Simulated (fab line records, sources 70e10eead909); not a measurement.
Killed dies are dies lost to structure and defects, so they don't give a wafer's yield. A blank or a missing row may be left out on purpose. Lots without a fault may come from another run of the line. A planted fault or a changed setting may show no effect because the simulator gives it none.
A struck lot beside a sound one | flow nand_harc | 17 steps out of a route of 1159
Sound: wafers L573.1, L573.3, L573.5. Struck: wafer L584.1. (L584.2, L584.4 of the same lot were not struck and are left out.) The cause comes at the end.
At each step with rows: each side's tool, then ch and its chambers, then its first start. Under that, the readings that differ: sound wafers | struck wafers | difference of the means | sigmas: that difference in standard deviations of wafers without a fault.
alike: readings whose means differ by less than 2 such deviations, and words and numbers that are the same on both sides. not compared: withheld readings, readings that some wafer has no value for, bounds like >300 that may hide the same value, and numbers for which the record gives no deviation and whose values overlap.
The two part at a step that has a row with sigmas, a row that says differs or no value, or rows on one side only. Numbers that don't overlap but have no deviation are shown without sigmas and don't part them. A reading that every wafer of one side lacks parts them only if that side has two wafers or more.

NHARC_A_M1_INSPECT_11:
  sound on defect_inspect-02, day 19 08:42; struck on defect_inspect-02, day 22 08:11
  alike: raw_defect_count
then, 1 step without rows for these wafers: NHARC_A_M1_DESCUM_14 (chemistry O2, time 3 s).
NHARC_A_M1_ETCH_35: etches the open film in N2/H2, target depth 40 nm, overetch 12 nm, time 43.94 s.
  sound on rie_diel-10 ch 2,3, day 19 08:51; struck on rie_diel-10 ch 0, day 22 08:20
  alike: drypump_motor_current_A, oes_product_au, rf_vpp_V, showerhead_plenum_p_Torr, throttle_valve_pct
  not compared: rf_hours_counter_h
NHARC_A_M1_ETCH_15: etches the open film in C4F8/Ar, target depth 182.5 nm, time 91.2 s.
  sound on rie_diel-10 ch 2,3; struck on rie_diel-10 ch 2
  alike: oes_product_au, rf_vpp_V
  not compared: rf_hours_counter_h
NHARC_A_M1_CD_MEAS_16:
  sound on cd_sem-03, day 19 09:04; struck on cd_sem-01, day 22 08:33
  alike: cd_nm
then, 3 steps without rows for these wafers: NHARC_A_M1_STRIP_18 (strips in N2/H2); NHARC_A_M1_ETCH_28 (etches the open film in CF4/N2, target depth 30 nm, time 72.99 s); NHARC_A_M1_STRIP_19 (strips in post etch residue remover, time 600 s).
NHARC_A_M1_DEGAS_29: time 60 s.
  sound on pvd_sputter-01, day 19 09:46; struck on pvd_sputter-01, day 22 09:16
  alike: heater_power_w
NHARC_A_M1_PRE_CLEAN_30: time 30 s.
  sound on pvd_sputter-01; struck on pvd_sputter-01
  alike: heater_power_w
NHARC_A_M1_PVD_20: deposits TaN, target thk 5 nm, time 8.06 s.
  sound on pvd_sputter-01; struck on pvd_sputter-01
  alike: throttle_valve_pct
then, 1 step without rows for these wafers: NHARC_A_M1_PVD_21 (deposits Cu, target thk 30 nm, time 20.49 s).
NHARC_A_M1_ECD_22: material Cu, target thk 400 nm.
  sound on ecd_cu-01 ch 0,1, day 19 10:11; struck on ecd_cu-01 ch 0,1, day 22 09:38
then, 1 step without rows for these wafers: NHARC_A_M1_ANNEAL_31 (time 90 s).
NHARC_A_M1_CMP_23: polishes, t overpolish 20 s, target thk 154.34 nm.
  sound on cmp-02 ch 2,3, day 19 10:53; struck on cmp-01 ch 3, day 22 10:42
  reading                | sound          | struck | difference | sigmas
  time_to_endpoint_s (s) | 28.5 28.9 31.0 | 13.0   | -16.5      | -7
  alike: motor_current_A
  not compared: pad_life_wafers
NHARC_A_M1_THK_MEAS_24: measures by xrf.
  sound on film_metro-02, day 19 11:10; struck on film_metro-02, day 22 11:01
  alike: thk_nm
NHARC_END_SORT_01:
  sound on prober-01 ch 0, day 20 19:13; struck on prober-02 ch 0, day 23 19:56
  reading         | sound | struck | difference | sigmas
  killed_at_other | 4 2 4 | 0      | -3         | -3
  alike: defect_limited_yield, killed_at_array, killed_at_periphery, killed_dies, killed_open, killed_short, sort_bin_2_pct, sort_bin_3_pct, sort_bin_4_pct, sort_n_pass, sort_rim_yield_pct, sort_yield_pct

WHERE THEY PART
First at NHARC_A_M1_CMP_23; last, within this record, at NHARC_END_SORT_01.

WHY: what the simulator had put in
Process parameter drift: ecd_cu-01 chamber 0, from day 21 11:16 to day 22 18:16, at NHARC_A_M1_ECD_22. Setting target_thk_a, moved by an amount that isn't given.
